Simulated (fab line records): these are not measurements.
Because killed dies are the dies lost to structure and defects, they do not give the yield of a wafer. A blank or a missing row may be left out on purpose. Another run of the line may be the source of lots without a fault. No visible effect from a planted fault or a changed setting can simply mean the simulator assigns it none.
Chamber matching    flow nand harc    NHARC_A_CHANNEL_FILL_D1_ALD_14 on ald hk-04: 4 sister chambers
The step deposits SiO2, target thk 2.5 nm, pulse time 10 s, ald cycles 25. 8 wafers are shown with their chamber, then 8 later ones without.

## WAFERS, EACH WITH ITS CHAMBER
wafer   chamber  heater power w (W)  precursor pulse height rel
L081.1  1        386                 0.987
L087.5  0        457                 1.001
L087.6  1        398                 1.017
L090.5  2        389                 1.000
L092.4  2        394                 0.971
L092.5  3        564                 1.017
L092.6  0        457                 1.006
L094.1  3        573                 0.957

## WAFERS WHOSE CHAMBER IS MISSING
wafer   heater power w (W)  precursor pulse height rel
L094.2  436                 1.005
L094.3  414                 0.981
L097.1  398                 1.024
L097.4  376                 0.986
L097.5  392                 1.011
L096.1  442                 1.032
L096.4  567                 1.031
L096.6  384                 0.971

## EACH ONE'S CHAMBER
wafer   from the rows above      in truth
L094.2  0                        0
L094.3  can't be placed: 1 or 2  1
L097.1  can't be placed: 1 or 2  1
L097.4  can't be placed: 2 or 1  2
L097.5  can't be placed: 1 or 2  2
L096.1  0                        0
L096.4  3                        3
L096.6  can't be placed: 2 or 1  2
Placed correctly: 3 of 8. Cannot be placed on the basis of these rows: 5; the candidates contain the true chamber in 5. Wrongly placed: 0.
How it was worked out, from the rows above alone: a wafer's distance from a chamber is the root of the sum, over the readings, of the square of ((its reading less the chamber's mean) divided by the reading's scatter). If the next closest chamber is less than 2 further off than the closest, the wafer can't be placed; otherwise it belongs to the closest. The mean given for a chamber averages the wafers shown for that chamber. How the scatter is found: for the shown wafers, subtract from each reading the mean of its chamber, square and add these, divide the total by (wafers less chambers), then take the root.
